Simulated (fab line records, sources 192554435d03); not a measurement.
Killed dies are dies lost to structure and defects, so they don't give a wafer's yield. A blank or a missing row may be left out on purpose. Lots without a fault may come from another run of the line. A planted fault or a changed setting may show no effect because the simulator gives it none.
Split-lot experiment | flow n5_finfet | 7 lots, 21 wafers read, on a route of 1938 steps

THE SPLIT
At N5_BEOL_M9_COAT_63 (time 60 s, resist thk 60 nm), the setting spin_rpm was moved away from the recipe's 1500 rpm on 6 of the 21 wafers read, by -6.3% to +6.1%. The other wafers ran this setting at the recipe's value.

FROM THE SPLIT TO THE READING: what the file shows between them, 7 steps
- N5_BEOL_M9_COAT_64: time 60 s, resist thk 12 nm
- N5_BEOL_M9_COAT_75: time 60 s, resist thk 5 nm
- N5_BEOL_M9_ETCH_76: etches underlayer in N2/H2, target depth 6.5 nm, time 5.2 s
- N5_BEOL_M9_ETCH_65: etches SiARC in CF4, target depth 15.6 nm, time 26 s
- N5_BEOL_M9_ETCH_66: etches SOC in N2/H2, target depth 80 nm, overetch 16 nm, time 120 s
- N5_BEOL_M9_STRIP_69: strips in N2/H2
- N5_BEOL_M9_STRIP_77: strips in N2/H2

THE READING
SOC_of_BEOL_M9_COAT_63.thk_nm (the simulator's own value, which no gauge read), in nm, at N5_BEOL_M9_VIA_ETCH_34 (etches SiCOH lowk in C4F6/O2, target depth 182.4 nm, time 68.4 s). The file gives no usual value for it. The 15 wafers here that ran the recipe average 50.9 nm, standard deviation 0.19 nm.

wafer  | tool, chamber at the split | spin_rpm as run, rpm | against the recipe | SOC_of_BEOL_M9_COAT_63.thk_nm, nm | against lot-mates on the recipe
L078.1 | litho_track-02, 0          | 1500                 | recipe             | 51                                | -
L078.5 | litho_track-02, 0          | 1406                 | -6.3%              | 52.8                              | +1.8
L078.6 | litho_track-02, 0          | 1406                 | -6.3%              | 52.6                              | +1.6
L077.2 | litho_track-02, 0          | 1500                 | recipe             | 50.6                              | -
L077.4 | litho_track-02, 0          | 1500                 | recipe             | 51                                | -
L077.6 | litho_track-02, 0          | 1500                 | recipe             | 50.8                              | -
L079.4 | litho_track-05, 0          | 1500                 | recipe             | 50.6                              | -
L079.5 | litho_track-05, 0          | 1500                 | recipe             | 51                                | -
L079.6 | litho_track-05, 0          | 1500                 | recipe             | 51                                | -
L082.1 | litho_track-01, 0          | 1592                 | +6.1%              | 49.2                              | -2.0
L082.6 | litho_track-01, 0          | 1592                 | +6.1%              | 49.2                              | -2.0
L082.4 | litho_track-01, 0          | 1500                 | recipe             | 51.2                              | -
L084.3 | litho_track-05, 0          | 1547                 | +3.1%              | 49.8                              | -1.1
L084.4 | litho_track-05, 0          | 1500                 | recipe             | 50.8                              | -
L084.5 | litho_track-05, 0          | 1500                 | recipe             | 51                                | -
L086.2 | litho_track-05, 0          | 1564                 | +4.3%              | 49.8                              | -1.0
L086.3 | litho_track-05, 0          | 1500                 | recipe             | 51                                | -
L086.4 | litho_track-05, 0          | 1500                 | recipe             | 50.6                              | -
L089.1 | litho_track-01, 0          | 1500                 | recipe             | 51                                | -
L089.3 | litho_track-01, 0          | 1500                 | recipe             | 51                                | -
L089.5 | litho_track-01, 0          | 1500                 | recipe             | 50.6                              | -

THE FIT
A straight line over all 21 wafers: SOC_of_BEOL_M9_COAT_63.thk_nm changes by -0.283 nm for each +1% of spin_rpm; r = -0.98; the points scatter about the line by 0.18 nm.
The same after taking each lot's own level away (the mean of its wafers on the recipe; 21 wafers): -0.293 nm for each +1%; r = -0.98; scatter 0.18 nm.
On that fit, the largest move of spin_rpm shifts the reading by 1.8 nm.
The lots' own levels span 50.80 to 51.20 nm, that is 2.1 times the standard deviation above.
So the lot-to-lot level changes the slope little: the two slopes agree.
Check: with one of the wafers moved furthest among these (-6.3%) left out of the fit, the line predicts +1.81 nm for it against its lot-mates. It came out at +1.8 nm against them.

OTHER SPLITS ON THESE WAFERS
These wafers also went through other splits before the reading. Each is held against what the fit with the lots' levels taken away leaves over:
other split on the same wafers   | wafers away from the commonest value | r with SOC_of_BEOL_M9_COAT_63.thk_nm (lot level and that fit taken away)
N5_BEOL_M5_TRENCH_ETCH_37 bias_w | 7                                    | -0.19
N5_BEOL_M6_ETCH_62 time_s        | 6                                    | +0.19
N5_BEOL_M6_COAT_22 spin_rpm      | 8                                    | -0.14
N5_BEOL_M7_COAT_71 spin_rpm      | 7                                    | -0.05
N5_BEOL_M7_EXPOSE_25 dose_mj     | 7                                    | -0.16
N5_BEOL_M8_ETCH_62 time_s        | 8                                    | -0.10
N5_BEOL_M9_ETCH_62 source_w      | 6                                    | -0.22

THE WHOLE CHAIN: every reading that the file lists as answering this split, in the file's order
step                   | what it does                                                        | reading                                                                        | change (the file's fit)               | r (the file's)
N5_BEOL_M9_COAT_63     | time 60 s, resist thk 60 nm                                         | SOC_of_BEOL_M9_COAT_63.thk_nm (the simulator's own value, which no gauge read) | -0.281 nm for each +1% of the setting | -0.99
N5_BEOL_M9_ETCH_66     | etches SOC in N2/H2, target depth 80 nm, overetch 16 nm, time 120 s | etch.depth_nm (the simulator's own value, which no gauge read)                 | -0.284 nm for each +1% of the setting | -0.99
N5_BEOL_M9_VIA_ETCH_34 | etches SiCOH lowk in C4F6/O2, target depth 182.4 nm, time 68.4 s    | SOC_of_BEOL_M9_COAT_63.thk_nm (the simulator's own value, which no gauge read) | -0.292 nm for each +1% of the setting | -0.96

THE FILE'S OWN FIT
SOC_of_BEOL_M9_COAT_63.thk_nm changes by -0.292 nm for each +1% of spin_rpm, r = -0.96.
